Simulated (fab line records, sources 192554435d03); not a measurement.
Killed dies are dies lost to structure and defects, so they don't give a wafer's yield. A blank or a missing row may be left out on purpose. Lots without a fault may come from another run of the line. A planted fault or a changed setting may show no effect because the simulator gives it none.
Which tool did it? | flow n5_finfet | 8 lots, 24 wafers sampled, at 7 steps of a route of 1938

WHAT THE GAUGES READ, wafer by wafer
N5_BEOL_M9_INSPECT_30: inspects for defects (brightfield). Usual: raw_defect_count 462, standard deviation 120.
lot  | measured     | on                | raw_defect_count | flag
L851 | day 9 18:59  | defect_inspect-01 | 523 441 565      |
L860 | day 12 07:07 | defect_inspect-01 | 580 405 580      |
L862 | day 12 11:32 | defect_inspect-01 | 338 527 417      |
L863 | day 12 11:43 | defect_inspect-01 | 371 451 580      |
L867 | day 14 10:24 | defect_inspect-02 | 379 488 408      |
L868 | day 14 18:21 | defect_inspect-01 | 349 394 465      |
L871 | day 15 02:36 | defect_inspect-02 | 422 430 328      |
L873 | day 15 02:46 | defect_inspect-02 | 446 347 547      |

N5_BEOL_M9_OCD_MEAS_38. Usual: trench_depth_nm 151.4 nm, standard deviation 2.1.
lot  | measured     | on     | trench_depth_nm (nm) | flag
L851 | day 9 19:28  | ocd-02 | 150.4 154.2 153.7    |
L860 | day 12 07:37 | ocd-01 | 149.9 160.3 150.5    |
L862 | day 12 12:02 | ocd-01 | 151.3 151.7 151.5    |
L863 | day 12 12:16 | ocd-01 | 153.8 148.2 158.9    |
L867 | day 14 11:16 | ocd-02 | 148.2 150.3 149.1    |
L868 | day 14 18:58 | ocd-01 | 154.8 155.5 153.7    |
L871 | day 15 03:05 | ocd-01 | 151.6 153.7 152.6    |
L873 | day 15 03:31 | ocd-02 | 152.2 154.3 152.1    |

N5_BEOL_M9_THK_MEAS_53: measures by xrf. Usual: M9_THK 140.6 nm, standard deviation 2.4.
lot  | measured     | on            | M9_THK (nm)       | flag
L851 | day 9 23:25  | film_metro-01 | 141.7 145.0 144.3 |
L860 | day 12 09:57 | film_metro-01 | 138.6 148.2 139.4 |
L862 | day 12 14:46 | film_metro-01 | 141.1 140.4 139.9 |
L863 | day 12 14:31 | film_metro-02 | 142.9 138.0 148.1 |
L867 | day 14 13:28 | film_metro-02 | 137.9 139.1 137.9 |
L868 | day 14 21:35 | film_metro-02 | 145.2 146.0 145.3 |
L871 | day 15 05:19 | film_metro-02 | 140.8 142.7 140.3 |
L873 | day 15 06:29 | film_metro-02 | 143.6 143.3 143.4 |

N5_BEOL_M9_RS_MEAS_57: measures by four-point-probe. Usual: M9_RS 0.1511 ohm/sq, standard deviation 0.0027.
lot  | measured     | on            | M9_RS (ohm/sq)       | flag
L851 | day 9 23:35  | film_metro-02 | 0.1502 0.1467 0.1476 |
L860 | day 12 10:05 | film_metro-02 | 0.1519 0.1407 0.1512 |
L862 | day 12 14:55 | film_metro-02 | 0.1497 0.1508 0.1522 |
L863 | day 12 14:39 | film_metro-02 | 0.1485 0.1539 0.1430 |
L867 | day 14 13:35 | film_metro-02 | 0.1557 0.1546 0.1563 |
L868 | day 14 21:43 | film_metro-02 | 0.1479 0.1470 0.1481 |
L871 | day 15 05:26 | film_metro-01 | 0.1495 0.1480 0.1504 |
L873 | day 15 06:37 | film_metro-02 | 0.1480 0.1465 0.1476 |

WHICH TOOL RAN EACH LOT (tool, then ch and the chambers of the sampled wafers, then the start)
lot  | N5_BEOL_M9_ETCH_76                 | N5_BEOL_M9_VIA_ETCH_34             | N5_BEOL_M9_TRENCH_ETCH_37
L851 | rie_diel-02 ch 1,2,3, day 9 19:03  | rie_diel-02 ch 1,2,3, day 9 19:12  | rie_diel-02 ch 1,2,3, day 9 19:18
L860 | rie_diel-02 ch 0,1,3, day 12 07:11 | rie_diel-02 ch 0,1,3, day 12 07:20 | rie_diel-02 ch 0,1,3, day 12 07:26
L862 | rie_diel-01 ch 2,3, day 12 11:37   | rie_diel-01 ch 2,3, day 12 11:45   | rie_diel-01 ch 2,3, day 12 11:52
L863 | rie_diel-02 ch 1,2,3, day 12 11:51 | rie_diel-02 ch 1,2,3, day 12 11:59 | rie_diel-02 ch 1,2,3, day 12 12:05
L867 | rie_diel-01 ch 0,1, day 14 10:50   | rie_diel-01 ch 0,1, day 14 10:59   | rie_diel-01 ch 0,1, day 14 11:05
L868 | rie_diel-02 ch 0,1,2, day 14 18:32 | rie_diel-02 ch 0,1,2, day 14 18:41 | rie_diel-02 ch 0,1,2, day 14 18:47
L871 | rie_diel-02 ch 0,1,2, day 15 02:40 | rie_diel-02 ch 0,1,2, day 15 02:49 | rie_diel-02 ch 0,1,2, day 15 02:55
L873 | rie_diel-02 ch 0,1, day 15 03:05   | rie_diel-02 ch 0,1, day 15 03:14   | rie_diel-02 ch 0,1, day 15 03:20
- N5_BEOL_M9_ETCH_76: etches underlayer in N2/H2, target depth 6.5 nm, time 5.2 s.
- N5_BEOL_M9_VIA_ETCH_34: etches SiCOH lowk in C4F6/O2, target depth 182.4 nm, time 68.4 s.
- N5_BEOL_M9_TRENCH_ETCH_37: etches SiCOH lowk in C4F6/O2, target depth 151.43 nm, time 49 s.

WHAT THE TOOLS THEMSELVES READ (means of the sampled wafers that have a number; where no wafer has one, the mark that the record gives instead)
N5_BEOL_M9_ETCH_76. Usual: bias_w 150.0 W, standard deviation 0.44; drypump_motor_current_A 5.6 A, standard deviation 0.52; etch_rf_on_time_s 5.20 s, standard deviation 0.072; oes_product_au 0.67 a.u., standard deviation 0.071; rf_vpp_V 522.9 V, standard deviation 2.5; showerhead_plenum_p_Torr 2.50 Torr, standard deviation 0.076; throttle_valve_pct 17.79 %, standard deviation 0.2.
lot  | tool        | bias_w (W) | drypump_motor_current_A (A) | etch_rf_on_time_s (s) | oes_product_au (a.u.) | rf_vpp_V (V) | showerhead_plenum_p_Torr (Torr) | throttle_valve_pct (%) | flag
L851 | rie_diel-02 | 149.9      | 5.9                         | 5.24                  | 0.72                  | 523.0        | 2.53                            | 17.76                  |
L860 | rie_diel-02 | 149.8      | 5.9                         | 5.26                  | 0.64                  | 524.3        | 2.53                            | 17.87                  |
L862 | rie_diel-01 | 150.4      | 4.8                         | 5.13                  | 0.67                  | 521.4        | 2.46                            | 17.69                  |
L863 | rie_diel-02 | 149.7      | 5.9                         | 5.21                  | 0.71                  | 523.9        | 2.53                            | 17.79                  |
L867 | rie_diel-01 | 149.7      | 5.8                         | 5.34                  | 0.60                  | 523.6        | 2.56                            | 18.02                  |
L868 | rie_diel-02 | 150.2      | 6.0                         | 5.16                  | 0.77                  | 522.7        | 2.48                            | 17.65                  |
L871 | rie_diel-02 | 149.6      | 6.0                         | 5.20                  | 0.76                  | 522.9        | 2.48                            | 17.65                  |
L873 | rie_diel-02 | 150.0      | 6.0                         | 5.11                  | 0.76                  | 520.9        | 2.48                            | 17.62                  |

N5_BEOL_M9_VIA_ETCH_34. Usual: bias_w 185.0 W, standard deviation 0.55; drypump_motor_current_A 5.6 A, standard deviation 0.52; oes_ar_750_au 0.79 a.u., standard deviation 0.079; oes_product_au 0.79 a.u., standard deviation 0.084; rf_vpp_V 663 V, standard deviation 7.7; showerhead_plenum_p_Torr 2.80 Torr, standard deviation 0.087; throttle_valve_pct 20.81 %, standard deviation 0.2.
lot  | tool        | bias_w (W) | drypump_motor_current_A (A) | oes_ar_750_au (a.u.) | oes_product_au (a.u.) | rf_vpp_V (V) | showerhead_plenum_p_Torr (Torr) | throttle_valve_pct (%) | flag
L851 | rie_diel-02 | 184.7      | 5.9                         | 0.84                 | 0.85                  | 661          | 2.83                            | 20.85                  |
L860 | rie_diel-02 | 185.1      | 5.8                         | 0.76                 | 0.77                  | 661          | 2.84                            | 20.94                  |
L862 | rie_diel-01 | 185.0      | 4.8                         | 0.78                 | 0.78                  | 665          | 2.74                            | 20.65                  |
L863 | rie_diel-02 | 184.3      | 5.9                         | 0.82                 | 0.82                  | 662          | 2.83                            | 20.86                  |
L867 | rie_diel-01 | 185.5      | 5.7                         | 0.71                 | 0.70                  | 668          | 2.87                            | 20.99                  |
L868 | rie_diel-02 | 184.5      | 6.0                         | 0.90                 | 0.90                  | 659          | 2.79                            | 20.82                  |
L871 | rie_diel-02 | 184.8      | 6.0                         | 0.89                 | 0.90                  | 659          | 2.79                            | 20.82                  |
L873 | rie_diel-02 | 184.9      | 6.0                         | 0.90                 | 0.90                  | 657          | 2.80                            | 20.83                  |

N5_BEOL_M9_TRENCH_ETCH_37. Usual: bias_w 185.0 W, standard deviation 0.57; drypump_motor_current_A 5.6 A, standard deviation 0.52; oes_ar_750_au 0.79 a.u., standard deviation 0.08; oes_product_au 0.79 a.u., standard deviation 0.085; rf_vpp_V 663 V, standard deviation 7.6; showerhead_plenum_p_Torr 2.80 Torr, standard deviation 0.087; throttle_valve_pct 20.84 %, standard deviation 0.2.
lot  | tool        | bias_w (W) | drypump_motor_current_A (A) | oes_ar_750_au (a.u.) | oes_product_au (a.u.) | rf_vpp_V (V) | showerhead_plenum_p_Torr (Torr) | throttle_valve_pct (%) | flag
L851 | rie_diel-02 | 184.9      | 5.9                         | 0.85                 | 0.85                  | 661          | 2.83                            | 20.87                  |
L860 | rie_diel-02 | 191.4      | 5.8                         | 0.76                 | 0.78                  | 679          | 2.84                            | 20.96                  | OFF
L862 | rie_diel-01 | 185.1      | 4.8                         | 0.78                 | 0.79                  | 665          | 2.74                            | 20.68                  |
L863 | rie_diel-02 | 190.9      | 5.9                         | 0.82                 | 0.83                  | 679          | 2.83                            | 20.90                  | OFF
L867 | rie_diel-01 | 184.9      | 5.7                         | 0.71                 | 0.71                  | 669          | 2.87                            | 21.02                  |
L868 | rie_diel-02 | 185.1      | 6.0                         | 0.90                 | 0.91                  | 660          | 2.79                            | 20.85                  |
L871 | rie_diel-02 | 184.9      | 6.0                         | 0.89                 | 0.90                  | 658          | 2.79                            | 20.85                  |
L873 | rie_diel-02 | 185.4      | 6.0                         | 0.90                 | 0.90                  | 657          | 2.80                            | 20.85                  |

THE ANSWER, worked out from the rows above alone
Rule: a lot is off if the mean of its wafers that have a number lies more than 3 standard deviations from the usual mean. A lot without any number at a reading at which 4 lots or more have one is off too. The other lots that the step has rows for count as sound. The gauges are gone through in route order, then the tools' own readings, and for those a lot's mean is taken as printed above. The first step at which some lot is off is used, and at that step the reading that is off furthest; a lot without a number counts as furthest.
Off: L860, L863, at N5_BEOL_M9_TRENCH_ETCH_37 (bias_w).
A tool fits if, at that step or a process step before it, it ran every lot that is off, and no sound lot after the first of them. None of those tried fits.

WHAT THE SIMULATOR HAD PUT IN
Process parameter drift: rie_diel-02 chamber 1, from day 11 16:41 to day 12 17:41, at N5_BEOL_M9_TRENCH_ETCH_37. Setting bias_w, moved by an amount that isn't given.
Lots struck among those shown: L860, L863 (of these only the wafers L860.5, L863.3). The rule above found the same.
